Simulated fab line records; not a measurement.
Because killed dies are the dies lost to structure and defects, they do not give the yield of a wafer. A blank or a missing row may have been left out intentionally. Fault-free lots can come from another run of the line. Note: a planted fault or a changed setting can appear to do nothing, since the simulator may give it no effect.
Matching of chambers	flow nand_harc	NHARC_A_CHANNEL_HOLE_D1_DEP_01 on pecvd-02: 3 sister chambers
The step deposits SiON, target thk 140 nm. 3 wafers are shown with their chamber, then 7 later ones without.

## WAFERS, EACH WITH ITS CHAMBER
wafer	chamber	heater_power_w (W)
L738.1	0	650
L740.4	1	777
L740.6	2	773

## WAFERS MISSING THEIR CHAMBER
wafer	heater_power_w (W)
L743.1	717
L743.4	714
L743.6	642
L747.3	890
L754.1	778
L754.4	714
L754.5	775

## EACH ONE'S CHAMBER
wafer	from the rows above	in truth
L743.1	can't be placed: 2 or 1 or 0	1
L743.4	can't be placed: 2 or 1 or 0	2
L743.6	0	0
L747.3	can't be placed: 1 or 2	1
L754.1	can't be placed: 1 or 2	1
L754.4	can't be placed: 2 or 1 or 0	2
L754.5	can't be placed: 1 or 2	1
Correctly placed: 1 of 7. From these rows, 6 cannot be placed; in 6 the true chamber is one of the candidates. 0 placed wrongly.
How it was worked out, from the rows above alone: a wafer's distance from a chamber is the root of the sum, over the readings, of the square of ((its reading less the chamber's mean) divided by the reading's scatter). The wafer belongs to the nearest chamber; if the next one is less than 2 further off, it can't be placed. The mean given for a chamber averages the wafers shown for that chamber. The scatter (one wafer shown for each chamber): square how far every hidden wafer sits from the nearest shown wafer, average those squares and take the square root.
